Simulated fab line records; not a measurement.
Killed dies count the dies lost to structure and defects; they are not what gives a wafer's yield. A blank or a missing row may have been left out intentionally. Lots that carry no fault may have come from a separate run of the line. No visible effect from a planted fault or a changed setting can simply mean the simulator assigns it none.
fab line records | flow nand-harc
[record] lots = 7 | wafers = 19 | last-day = 33
route steps=1302 shown A_BONDPAD@1217 END@1302
lots that met no fault: from a run of the same line without faults
start-h: the number of hours between the record's first day and the start of the first shown wafer of the lot | wait-h: hours since the lot's step before | " same as the row above | L1.1+2: several wafers, shown together as one row | - no value, or no start given | * or withheld: withheld | < > ~ a bound
route shown NAME@n: names a module that has steps shown in the file, with the first one's number in the route | usual: mean and standard deviation over wafers with no fault | same: alike in all rows | chamber/n: place in a boat | sites: per-site readings | _std_site: the values' standard deviation | _edge_site: inner sites' mean taken away from outer sites' mean | radius-mm: for every site, how far away it sits from the centre of the wafer | mask NAME#n: copy n | behind: the last tool/chamber to shape the wafer | hold: what put the lot on hold/how long, in hours/how the hold closed | device: the n, p or np transistor that did not switch | end of line: the same wafers' tests at the end of the route | a step without rows: its recipe alone | killed: the dies lost at the first sort to structure and to defects; this is not the yield of the wafer | map: a wafer's dies, x killed, . not, _ none there
set.NAME: the setting the step ran with; set.NAME@STEP: the setting that earlier step ran with | model.NAME: the simulator's own value behind a step, which no gauge read
lots seen at some steps along the route; tables by step, rows by wafer
services: a tool's chamber out of use, with start hour (start-h, from the record's first day; less than 0 if before it), hours out, and reason
[[steps]]
[step NHARC_A_BONDPAD_HARDBAKE_10]
[recipe] temp-c = 118 | time-s = 65
[step NHARC_A_BONDPAD_DESCUM_11]
[recipe] time-s = 3 | o2-flow-sccm = 200 | ar-flow-sccm = 0 | bias-power-w = 0 | chemistry = O2
[usual] drypump-motor-current-A = 5.5/0.61 | oes-product-au = 0.995/0.01 | rf-vpp-V = 57.8/0.84 | showerhead-plenum-p-Torr = 1.89/0.064 | throttle-valve-pct = 11.312/0.0089
lot.wafer | tool        | chamber | start-h | wait-h | drypump-motor-current-A | oes-product-au | rf-hours-counter-h | rf-vpp-V | showerhead-plenum-p-Torr | throttle-valve-pct
L308.4    | rie-diel-10 | 0       | 537.33  | -      | 5.8                     | 0.989          | 2                  | 58.1     | 1.97                     | 11.306
L308.3    | "           | 1       | "       | "      | 4.9                     | 0.993          | 2                  | 57.0     | 1.81                     | 11.323
L308.1    | "           | 3       | "       | "      | 4.8                     | 1.012          | 2                  | 57.9     | 1.88                     | 11.314
L318.4    | rie-diel-10 | 3       | 634.50  | -      | 4.8                     | 1.007          | 0                  | 57.6     | 1.88                     | 11.309
L318.2    | "           | 1       | "       | "      | 4.8                     | 0.978          | 0                  | 56.5     | 1.81                     | 11.317
L318.5    | "           | 3       | "       | "      | 4.8                     | 1.008          | -                  | 57.5     | 1.88                     | 11.326
L317.6    | rie-diel-09 | 2       | 639.16  | -      | 6.3                     | 1.002          | -                  | 57.0     | 1.80                     | 11.312
L319.1    | rie-diel-10 | 3       | 646.89  | -      | 4.8                     | 0.994          | 1                  | 58.5     | 1.88                     | 11.299
L319.3    | "           | 2       | "       | "      | 5.4                     | 0.995          | 1                  | 57.7     | 1.91                     | 11.304
L319.6    | "           | 3       | "       | "      | 4.8                     | 1.007          | -                  | 58.5     | 1.88                     | 11.320
L323.2    | rie-diel-10 | 0       | 676.69  | -      | 5.8                     | 1.015          | 2                  | 58.6     | 1.97                     | 11.319
L323.3    | "           | 3       | "       | "      | 4.8                     | 1.014          | 2                  | 59.1     | 1.88                     | 11.316
L323.5    | "           | 1       | "       | "      | 4.8                     | 0.982          | -                  | 56.7     | 1.81                     | 11.309
L322.3    | rie-diel-10 | 3       | 681.16  | -      | 4.8                     | 1.017          | 2                  | 58.1     | 1.88                     | 11.320
L322.2    | "           | 0       | "       | "      | 5.8                     | 1.008          | 2                  | 57.6     | 1.97                     | 11.312
L322.6    | "           | 1       | "       | "      | 4.8                     | 0.989          | -                  | 58.1     | 1.81                     | 11.329
L328.4    | rie-diel-10 | 1       | 747.67  | -      | 4.8                     | 0.988          | 3                  | 56.6     | 1.81                     | 11.312
L328.2    | "           | 3       | "       | "      | 4.8                     | 0.996          | 4                  | 57.8     | 1.88                     | 11.314
L328.5    | "           | 1       | "       | "      | 4.8                     | 0.989          | -                  | 57.6     | 1.81                     | 11.309
[step NHARC_A_BONDPAD_ETCH_34]
[recipe] target-depth-a = 600 | overetch-a = 180 | time-s = 65.91 | ion-energy-ev = 200 | n2-flow-sccm = 150 | h2-flow-sccm = 150 | ar-flow-sccm = 0 | rf-w = 400 | bias-w = 150 | chemistry = N2/H2
[step NHARC_A_BONDPAD_ETCH_12]
[recipe] target-depth-a = 2200 | time-s = 110 | chf3-flow-sccm = 50 | o2-flow-sccm = 10 | ar-flow-sccm = 200 | rf-w = 500 | bias-w = 200 | chemistry = CHF3/O2
[step NHARC_A_BONDPAD_CD_MEAS_13]
[usual] cd-nm = 499.0/2
lot.wafer | tool      | chamber | start-h | wait-h | cd-nm
L308.1    | cd-sem-02 | -       | 537.64  | -      | 495.5
L308.3    | "         | -       | "       | "      | 499.1
L308.4    | "         | -       | "       | "      | 499.5
L318.2    | cd-sem-01 | -       | 634.81  | -      | 500.9
L318.4    | "         | -       | "       | "      | 502.9
L318.5    | "         | -       | "       | "      | 500.2
L317.6    | cd-sem-01 | -       | 639.45  | -      | 503.1
L319.1    | cd-sem-02 | -       | 647.20  | -      | 495.5
L319.3    | "         | -       | "       | "      | 493.9
L319.6    | "         | -       | "       | "      | 496.6
L323.2    | cd-sem-02 | -       | 677.00  | -      | 501.3
L323.3    | "         | -       | "       | "      | 496.3
L323.5    | "         | -       | "       | "      | 496.8
L322.2    | cd-sem-01 | -       | 681.46  | -      | 494.9
L322.3    | "         | -       | "       | "      | 496.8
L322.6    | "         | -       | "       | "      | 496.5
L328.2    | cd-sem-02 | -       | 747.98  | -      | 498.2
L328.4    | "         | -       | "       | "      | 496.9
L328.5    | "         | -       | "       | "      | 496.8
[step NHARC_A_BONDPAD_STRIP_15]
[recipe] o2-flow-sccm = 500 | ar-flow-sccm = 0 | bias-w = 0 | chemistry = O2
[step NHARC_A_BONDPAD_ETCH_24]
[recipe] target-depth-a = 300 | over-etch-frac = 0.3 | time-s = 72.99 | ion-energy-ev = 150 | cf4-flow-sccm = 50 | n2-flow-sccm = 100 | ar-flow-sccm = 150 | rf-w = 300 | bias-w = 100 | chemistry = CF4/N2
[step NHARC_A_BONDPAD_STRIP_16]
[recipe] time-s = 600 | temp-c = 30 | chemistry = post-etch-residue-remover
[step NHARC_A_BONDPAD_DEGAS_25]
[recipe] temp-c = 300 | time-s = 60
[usual] heater-power-w = 471/45
lot.wafer | tool           | chamber | start-h | wait-h | heater-power-w
L308.1    | pvd-sputter-03 | -       | 538.26  | -      | 461
L308.4    | "              | -       | "       | "      | 581
L308.3    | "              | -       | "       | "      | 447
L318.4    | pvd-sputter-02 | -       | 635.43  | -      | 442
L318.2    | "              | -       | "       | "      | 478
L318.5    | "              | -       | "       | "      | 483
L317.6    | pvd-sputter-01 | -       | 640.09  | -      | 418
L319.3    | pvd-sputter-01 | -       | 647.83  | -      | 514
L319.1    | "              | -       | "       | "      | 437
L319.6    | "              | -       | "       | "      | 514
L323.3    | pvd-sputter-01 | -       | 677.64  | -      | 476
L323.2    | "              | -       | "       | "      | 439
L323.5    | "              | -       | "       | "      | 467
L322.3    | pvd-sputter-03 | -       | 682.08  | -      | 437
L322.2    | "              | -       | "       | "      | 490
L322.6    | "              | -       | "       | "      | 432
L328.4    | pvd-sputter-01 | -       | 748.61  | -      | 476
L328.2    | "              | -       | "       | "      | 426
L328.5    | "              | -       | "       | "      | 520
[step NHARC_A_BONDPAD_PRE_CLEAN_26]
[recipe] time-s = 30 | temp-c = 280 | gas = H2/He
[step NHARC_A_BONDPAD_PVD_17]
[recipe] target-thk-a = 50 | bias-v = 168.6 | power-w = 15000 | chamber-pressure-pa = 0.12 | time-s = 8.06 | substrate-temp-c = 50 | material = TaN
[usual] throttle-valve-pct = 30.6/1.1
lot.wafer | tool           | chamber | start-h | wait-h | throttle-valve-pct
L308.4    | pvd-sputter-03 | -       | -       | -      | 28.8
L308.1    | "              | -       | "       | "      | 30.8
L308.3    | "              | -       | "       | "      | 30.3
L318.4    | pvd-sputter-02 | -       | -       | -      | 31.1
L318.2    | "              | -       | "       | "      | 29.8
L318.5    | "              | -       | "       | "      | 29.9
L317.6    | pvd-sputter-01 | -       | -       | -      | 28.8
L319.1    | pvd-sputter-01 | -       | -       | -      | 29.7
L319.3    | "              | -       | "       | "      | 31.5
L319.6    | "              | -       | "       | "      | 28.9
L323.2    | pvd-sputter-01 | -       | -       | -      | 29.9
L323.3    | "              | -       | "       | "      | 28.9
L323.5    | "              | -       | "       | "      | 29.6
L322.3    | pvd-sputter-03 | -       | -       | -      | 30.8
L322.2    | "              | -       | "       | "      | 30.4
L322.6    | "              | -       | "       | "      | 30.1
L328.2    | pvd-sputter-01 | -       | -       | -      | 29.0
L328.4    | "              | -       | "       | "      | 30.7
L328.5    | "              | -       | "       | "      | 28.8
[step NHARC_A_BONDPAD_PVD_27]
[recipe] target-thk-a = 300 | chamber-pressure-pa = 5 | power-w = 5000 | substrate-temp-c = 30 | time-s = 20.49 | material = Cu
[step NHARC_A_BONDPAD_ECD_18]
[recipe] target-thk-a = 4000 | bath-temp-c = 25 | material = Cu
[usual] bath-heat-duty-pct = 6.4/0.67 | bath-temp-c = 24.99/0.11
lot.wafer | tool      | chamber | start-h | wait-h | bath-heat-duty-pct | bath-temp-c
L308.1    | ecd-cu-02 | 1       | 538.62  | -      | 6.2                | 24.93
L308.3    | "         | 1       | "       | "      | 6.6                | 24.90
L308.4    | "         | 0       | "       | "      | 6.4                | 25.13
L318.2    | ecd-cu-01 | 0       | 635.79  | -      | -                  | -
L318.4    | "         | 0       | "       | "      | -                  | -
L318.5    | "         | 1       | "       | "      | -                  | -
L317.6    | ecd-cu-02 | 1       | 640.62  | -      | -                  | -
L319.1    | ecd-cu-01 | 1       | 648.23  | -      | -                  | -
L319.3    | "         | 1       | "       | "      | -                  | -
L319.6    | "         | 1       | "       | "      | -                  | -
L323.2    | ecd-cu-01 | 0       | 678.16  | -      | 6.0                | 25.09
L323.3    | "         | 0       | "       | "      | 5.9                | 25.07
L323.5    | "         | 1       | "       | "      | 6.0                | 25.05
L322.2    | ecd-cu-01 | 0       | 682.44  | -      | 5.8                | 25.16
L322.3    | "         | 1       | "       | "      | 5.3                | 25.06
L322.6    | "         | 0       | "       | "      | 7.1                | 25.12
L328.2    | ecd-cu-02 | 1       | 748.96  | -      | 7.1                | 24.96
L328.4    | "         | 0       | "       | "      | 6.5                | 24.90
L328.5    | "         | 1       | "       | "      | 7.0                | 24.95
[step NHARC_A_BONDPAD_ANNEAL_28]
[recipe] temp-c = 225 | time-s = 90
[usual] wafer_temp_C_max = 226.14/0.23
lot.wafer | tool          | chamber | start-h | wait-h | wafer_temp_C_max
L308.1    | rtp-anneal-01 | 0       | 539.00  | -      | 226.19
L308.3    | "             | 0       | "       | "      | 226.66
L308.4    | "             | 0       | "       | "      | 226.08
L318.2    | rtp-anneal-01 | 0       | 636.22  | 0.4    | 226.27
L318.4    | "             | 0       | "       | "      | 226.12
L318.5    | "             | 0       | "       | "      | 226.29
L317.6    | rtp-anneal-01 | 0       | 641.05  | 0.4    | 225.84
L319.1    | rtp-anneal-01 | 0       | 648.56  | 0.3    | 225.89
L319.3    | "             | 0       | "       | "      | 225.86
L319.6    | "             | 0       | "       | "      | 226.03
L323.2    | rtp-anneal-01 | 0       | 678.60  | 0.4    | 226.37
L323.3    | "             | 0       | "       | "      | 225.84
L323.5    | "             | 0       | "       | "      | 226.19
L322.2    | rtp-anneal-02 | 0       | 682.87  | -      | 226.07
L322.3    | "             | 0       | "       | "      | 226.07
L322.6    | "             | 0       | "       | "      | 226.38
L328.2    | rtp-anneal-01 | 0       | 749.40  | 0.4    | 226.13
L328.4    | "             | 0       | "       | "      | 225.68
L328.5    | "             | 0       | "       | "      | 226.11
[step NHARC_A_BONDPAD_CMP_19]
[recipe] t-overpolish-s = 30 | cu-recess-touch-s = 16 | target-thk-nm = 169.82
[usual] motor-current-A = 11.9/1.4 | overpolish-run-s = 30.000/0.0092 | pad-life-wafers = 155/90
lot.wafer | tool   | chamber | start-h | wait-h | motor-current-A | overpolish-run-s | pad-life-wafers
L308.3    | cmp-03 | 1       | 539.34  | -      | 10.7            | 30.003           | 156
L308.1    | "      | 2       | "       | "      | 11.2            | 29.988           | 157
L308.4    | "      | 3       | "       | "      | 11.2            | 29.999           | 158
L318.2    | cmp-02 | 0       | 636.57  | -      | 10.7            | 30.002           | 32
L318.4    | "      | 1       | "       | "      | 12.3            | 29.988           | 33
L318.5    | "      | 3       | "       | "      | 12.0            | 30.000           | -
L317.6    | cmp-03 | 2       | 641.28  | -      | 11.5            | 29.988           | -
L319.1    | cmp-02 | 2       | 648.97  | -      | 12.7            | 30.006           | 86
L319.3    | "      | 3       | "       | "      | 12.3            | 30.009           | 87
L319.6    | "      | 1       | "       | "      | 12.3            | 29.997           | -
L323.2    | cmp-02 | 3       | 678.92  | -      | 12.3            | 29.977           | 187
L323.3    | "      | 0       | "       | "      | 10.3            | 29.986           | 188
L323.5    | "      | 2       | "       | "      | 12.0            | 30.005           | -
L322.2    | cmp-04 | 3       | 683.16  | -      | 10.8            | 30.005           | 288
L322.3    | "      | 1       | "       | "      | 12.5            | 30.018           | 290
L322.6    | "      | 0       | "       | "      | 11.7            | 29.998           | -
L328.4    | cmp-02 | 1       | 749.69  | -      | 12.7            | 29.998           | 72
L328.2    | "      | 3       | "       | "      | 12.2            | 29.979           | 74
L328.5    | "      | 2       | "       | "      | 12.3            | 29.983           | -
[step NHARC_A_BONDPAD_THK_MEAS_20]
[recipe] thk-meas-gauge = xrf
[usual] thk-nm = 169.3/1.6
lot.wafer | tool          | chamber | start-h | wait-h | thk-nm
L308.1    | film-metro-02 | -       | 539.67  | -      | 167.6
L308.3    | "             | -       | "       | "      | 165.9
L308.4    | "             | -       | "       | "      | 168.6
L318.2    | film-metro-01 | -       | 636.83  | -      | 32.0
L318.4    | "             | -       | "       | "      | 30.4
L318.5    | "             | -       | "       | "      | 29.4
L317.6    | film-metro-02 | -       | 641.46  | -      | 29.3
L319.1    | film-metro-02 | -       | 649.23  | -      | 30.3
L319.3    | "             | -       | "       | "      | 30.8
L319.6    | "             | -       | "       | "      | 29.1
L323.2    | film-metro-02 | -       | 679.22  | -      | 171.5
L323.3    | "             | -       | "       | "      | 169.1
L323.5    | "             | -       | "       | "      | 170.8
L322.2    | film-metro-01 | -       | 683.48  | -      | 168.4
L322.3    | "             | -       | "       | "      | 170.3
L322.6    | "             | -       | "       | "      | 167.2
L328.2    | film-metro-02 | -       | 750.01  | -      | 172.5
L328.4    | "             | -       | "       | "      | 168.0
L328.5    | "             | -       | "       | "      | 171.0
[step NHARC_A_BONDPAD_SRD_21]
[recipe] time-s = 30 | temp-c = 23 | dry-time-s = 20 | spin-rpm = 1500
[step NHARC_END_SORT_01]
[recipe] temp-c = 25
[usual] defect-limited-yield = 90.6/2.9 | killed-at-array = 59/20 | killed-at-other = 0.8/1.2 | killed-at-periphery = 3.5/2.2 | killed-dies = 63/20 | killed-open = 3.3/1.8 | killed-short = 2.6/1.7
[same] gross-dies = 677
lot.wafer | tool      | chamber | start-h | wait-h | defect-limited-yield[%] | killed-at-array | killed-at-other | killed-at-periphery | killed-dies | killed-open | killed-short
L308.1    | prober-01 | 0       | 567.67  | 2.5    | 91.3                    | 58              | 0               | 1                   | 59          | 3           | 1
L308.3    | prober-01 | 0       | 569.24  | 3.1    | 92.5                    | 47              | 0               | 4                   | 51          | 3           | 3
L308.4    | prober-01 | 0       | 570.02  | 3.4    | 92.9                    | 45              | 1               | 2                   | 48          | 1           | 4
L318.2    | prober-01 | 0       | 665.63  | 2.8    | 0                       | 675             | 0               | 2                   | 677         | 1           | 2
L318.4    | prober-01 | 0       | 667.21  | 3.4    | 0                       | 667             | 0               | 10                  | 677         | 5           | 7
L318.5    | prober-01 | 0       | 668.00  | 3.7    | 0                       | 673             | 0               | 4                   | 677         | 4           | 2
L322.2    | prober-01 | 0       | 710.76  | 2.8    | 94.4                    | 38              | 0               | 0                   | 38          | 3           | 4
L322.3    | prober-01 | 0       | 711.56  | 3.1    | 93.4                    | 44              | 0               | 1                   | 45          | 4           | 3
L322.6    | prober-01 | 0       | 713.96  | 4.0    | 93.8                    | 38              | 0               | 4                   | 42          | 5           | 1
L323.2    | prober-02 | 0       | 710.77  | 2.8    | 88.2                    | 73              | 1               | 6                   | 80          | 5           | 3
L323.3    | prober-02 | 0       | 711.57  | 3.1    | 89.8                    | 63              | 0               | 6                   | 69          | 5           | 4
L323.5    | prober-02 | 0       | 713.17  | 3.7    | 87.9                    | 76              | 0               | 6                   | 82          | 4           | 2
// killed by level:class
L308.1 A_CHANNEL_HOLE_D1:chamber-film-flake=37 A_CHANNEL_HOLE_D2:chamber-film-flake=6 A_CHANNEL_FILL_D2:chamber-film-flake=3 A_DECK1_JOINT:chamber-film-flake=2 A_SGD_CUT:chamber-film-flake=2 A_CONTACT:chamber-film-flake=2 A_SOURCE_PLATE:geometric-particle:open=1 A_CHANNEL_HOLE_D1:geometric-particle:short=1
L308.3 A_CHANNEL_HOLE_D1:chamber-film-flake=29 A_CHANNEL_HOLE_D2:chamber-film-flake=4 A_CONTACT:chamber-film-flake=4 A_STAIRCASE:chamber-film-flake=2 A_DECK1_JOINT:chamber-film-flake=2 P_STI:chamber-film-flake=1 P_GATE:geometric-particle:open=1 P_M0:geometric-particle:open=1
L308.4 A_CHANNEL_HOLE_D1:chamber-film-flake=22 A_CHANNEL_HOLE_D2:chamber-film-flake=11 A_SGD_CUT:chamber-film-flake=3 A_STAIRCASE:chamber-film-flake=3 A_ONON_D2:geometric-particle:short=2 P_ZERO_WELL:chamber-film-flake=2 A_SOURCE_PLATE:geometric-particle:open=1 A_CHANNEL_FILL_D2:geometric-particle:short=1
L318.2 A_BONDPAD:area-ecd=631 A_CHANNEL_HOLE_D1:chamber-film-flake=24 A_ZERO_WELL:chamber-film-flake=4 A_STAIRCASE:chamber-film-flake=4 A_BLC:chamber-film-flake=3 P_M1:chamber-film-flake=2 A_CONTACT:chamber-film-flake=2 A_ONON_D2:geometric-particle:short=1
L318.4 A_BONDPAD:area-ecd=610 A_CHANNEL_HOLE_D1:chamber-film-flake=31 P_GATE:chamber-film-flake=5 A_BLC:chamber-film-flake=4 A_WL_FILL:geometric-particle:short=3 A_SLIT:chamber-film-flake=3 A_CONTACT:chamber-film-flake=3 A_BONDPAD:chamber-film-flake=3
L318.5 A_BONDPAD:area-ecd=641 A_CHANNEL_HOLE_D1:chamber-film-flake=20 A_STAIRCASE:chamber-film-flake=3 A_BLC:chamber-film-flake=2 P_CONTACT:geometric-particle:short=1 P_CONTACT:geometric-particle:open=1 A_ONON_D1:geometric-particle:short=1 A_CHANNEL_HOLE_D1:geometric-particle:open=1
L322.2 A_CHANNEL_HOLE_D1:chamber-film-flake=24 A_DECK1_JOINT:geometric-particle:short=2 A_SLIT:chamber-film-flake=2 A_CONTACT:chamber-film-flake=2 A_ONON_D1:geometric-particle:short=1 A_CHANNEL_FILL_D1:geometric-particle:open=1 A_ONON_D2:geometric-particle:short=1 A_CHANNEL_FILL_D2:geometric-particle:open=1
L323.2 A_CHANNEL_HOLE_D2:chamber-film-flake=19 A_SLIT:chamber-film-flake=19 A_CHANNEL_HOLE_D1:chamber-film-flake=11 A_STAIRCASE:chamber-film-flake=11 A_CONTACT:chamber-film-flake=4 P_GATE:chamber-film-flake=3 P_M2:geometric-particle:open=1 A_SOURCE_PLATE:geometric-particle:short=1
L322.3 A_CHANNEL_HOLE_D1:chamber-film-flake=25 A_CONTACT:chamber-film-flake=5 A_STAIRCASE:chamber-film-flake=3 A_SLIT:chamber-film-flake=3 A_SOURCE_PLATE:geometric-particle:open=2 A_CHANNEL_FILL_D1:geometric-particle:open=1 A_DECK1_JOINT:geometric-particle:open=1 A_CHANNEL_HOLE_D2:geometric-particle:short=1
L323.3 A_SLIT:chamber-film-flake=26 A_CHANNEL_HOLE_D2:chamber-film-flake=17 A_CONTACT:chamber-film-flake=8 A_STAIRCASE:chamber-film-flake=4 A_CHANNEL_HOLE_D1:chamber-film-flake=3 A_CHANNEL_FILL_D2:geometric-particle:short=2 A_M0:geometric-particle:open=2 P_GATE:chamber-film-flake=2
L323.5 A_SLIT:chamber-film-flake=28 A_CHANNEL_HOLE_D2:chamber-film-flake=23 A_CHANNEL_HOLE_D1:chamber-film-flake=9 A_STAIRCASE:chamber-film-flake=6 A_CONTACT:chamber-film-flake=5 A_M0:geometric-particle:open=3 P_M2:chamber-film-flake=3 P_CONTACT:geometric-particle:short=1
L322.6 A_CHANNEL_HOLE_D1:chamber-film-flake=21 A_CONTACT:chamber-film-flake=6 A_DECK1_JOINT:chamber-film-flake=2 A_STAIRCASE:chamber-film-flake=2 P_CONTACT:geometric-particle:open=1 P_M0:geometric-particle:short=1 A_ONON_D2:geometric-particle:open=1 A_CHANNEL_HOLE_D2:geometric-particle:open=1
// map L318.2 (x killed, . not)
____________x____________
_________xxxxxxx_________
_______xxxxxxxxxxx_______
______xxxxxxxxxxxxx______
_____xxxxxxxxxxxxxxx_____
____xxxxxxxxxxxxxxxxx____
____xxxxxxxxxxxxxxxxx____
___xxxxxxxxxxxxxxxxxxx___
___xxxxxxxxxxxxxxxxxxx___
__xxxxxxxxxxxxxxxxxxxxx__
__xxxxxxxxxxxxxxxxxxxxx__
_xxxxxxxxxxxxxxxxxxxxxxx_
_xxxxxxxxxxxxxxxxxxxxxxx_
_xxxxxxxxxxxxxxxxxxxxxxx_
_xxxxxxxxxxxxxxxxxxxxxxx_
_xxxxxxxxxxxxxxxxxxxxxxx_
xxxxxxxxxxxxxxxxxxxxxxxxx
xxxxxxxxxxxxxxxxxxxxxxxxx
xxxxxxxxxxxxxxxxxxxxxxxxx
xxxxxxxxxxxxxxxxxxxxxxxxx
xxxxxxxxxxxxxxxxxxxxxxxxx
_xxxxxxxxxxxxxxxxxxxxxxx_
_xxxxxxxxxxxxxxxxxxxxxxx_
_xxxxxxxxxxxxxxxxxxxxxxx_
_xxxxxxxxxxxxxxxxxxxxxxx_
_xxxxxxxxxxxxxxxxxxxxxxx_
__xxxxxxxxxxxxxxxxxxxxx__
__xxxxxxxxxxxxxxxxxxxxx__
___xxxxxxxxxxxxxxxxxxx___
___xxxxxxxxxxxxxxxxxxx___
____xxxxxxxxxxxxxxxxx____
____xxxxxxxxxxxxxxxxx____
_____xxxxxxxxxxxxxxx_____
______xxxxxxxxxxxxx______
_______xxxxxxxxxxx_______
_________xxxxxxx_________
____________x____________
// map L323.5 (x killed, . not)
____________.____________
_________......x_________
_______..........._______
______......x......______
_____.......x......._____
____.................____
____.................____
___...................___
___..x................___
__.....x...............__
__.....................__
_......................._
_......................._
_...............x..x...._
_......................._
_.....x..x..x......x...._
......xx.x.xx..xx..x.....
.....xxxx................
....xxxxxx.x...x.........
.....xx...x..............
...xxxxxxxx.............x
_..xxxxxxxx.x..........._
_....x..xxxxx..........._
_..x.xxxxxx.x..........._
_..x.xxxx...x..........._
_....xx.xx.............._
__.....................__
__.....................__
___...................___
___...................___
____.........x.......____
____...x.............____
_____........x......_____
______......x......______
_______..........._______
_________x..x..._________
____________.____________
[[services]]
tool           | chamber | start-h | hours | kind
pvd-sputter-02 | -       | 514.88  | 1.3   | repair
pvd-sputter-03 | -       | 526.14  | 10.0  | pm
cmp-02         | -       | 526.50  | 4.0   | pm
rie-diel-10    | 3       | 557.18  | 6.6   | repair
pvd-sputter-03 | -       | 558.22  | 1.5   | repair
pvd-sputter-01 | -       | 565.91  | 27.1  | repair
ecd-cu-02      | -       | 570.11  | 1.8   | repair
pvd-sputter-03 | -       | 573.89  | 4.1   | repair
cmp-02         | -       | 575.34  | 1.6   | repair
pvd-sputter-01 | -       | 593.01  | 10.0  | pm
rie-diel-10    | 2       | 595.52  | 4.3   | repair
rie-diel-10    | -       | 596.50  | 9.0   | pm
ecd-cu-02      | -       | 596.51  | 8.0   | pm
cmp-02         | -       | 608.26  | 2.0   | repair
cmp-02         | -       | 624.50  | 4.0   | pm
ecd-cu-02      | -       | 624.80  | 0.4   | repair
rie-diel-10    | 1       | 655.57  | 18.1  | repair
ecd-cu-01      | -       | 685.80  | 2.3   | repair
ecd-cu-01      | -       | 688.12  | 8.0   | pm
ecd-cu-02      | -       | 689.39  | 0.4   | repair
ecd-cu-02      | -       | 701.70  | 0.8   | repair
pvd-sputter-03 | -       | 704.14  | 10.0  | pm
cmp-02         | -       | 722.50  | 4.0   | pm
pvd-sputter-03 | -       | 731.36  | 42.5  | repair
[[key]]
[first-sign] step = NHARC_A_BONDPAD_ECD_18 | reading = tool-record | direction = missing
[effect] step = NHARC_A_BONDPAD_THK_MEAS_20 | reading = thk-nm | direction = down | sigmas = 88 | usual = 169.3 | struck = 30.2
[effect] step = NHARC_END_SORT_01 | reading = killed-at-array | direction = up | sigmas = 31 | usual = 59 | struck = 672
[more-kills-born-at] NHARC_A_BONDPAD_ECD_18@ecd-cu-01 = 1882
met-at NHARC_A_BONDPAD_ECD_18
struck-wafers L317.6,L318.2,L318.4,L318.5,L319.1,L319.3,L319.6
later-rows-left-out L317.6,L318.2,L318.4,L318.5,L319.1,L319.3,L319.6
sort-left-out L317.6,L319.1,L319.3,L319.6
tester-left-out L317,L319
onset-between 538.62 635.79
[earlier-fault] kind = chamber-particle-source | tool = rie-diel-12 | chamber = 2 | onset-h = 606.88 | steps = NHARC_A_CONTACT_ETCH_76 | rate-per-visit-cm2 = 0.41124
[earlier-fault] kind = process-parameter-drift | tool = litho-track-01 | chamber = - | onset-h = 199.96 | steps = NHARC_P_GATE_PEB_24 | channel = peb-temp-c | offset = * | shape = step | acts-in = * | stated = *
[fault] kind = skipped-step-whole | tool = ecd-cu-01,ecd-cu-02 | chamber = - | onset-h = 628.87 | steps = NHARC_A_BONDPAD_ECD_18 | scope = struck-lots-only
// tester-left-out: of these lots the tester's yield and bins aren't shown, on N5 and GAA mostly nor the transistor test; their killed dies are dies lost to structure and defects alone, not to doping, threshold or leakage, so they don't give the yield
// sort-left-out: the simulated sort isn't trusted on such a fault, so these wafers' sort isn't shown, and their yield isn't known
// later-rows-left-out: the simulator's readings of these wafers behind a module that went badly wrong aren't trusted and aren't shown, but for the sort
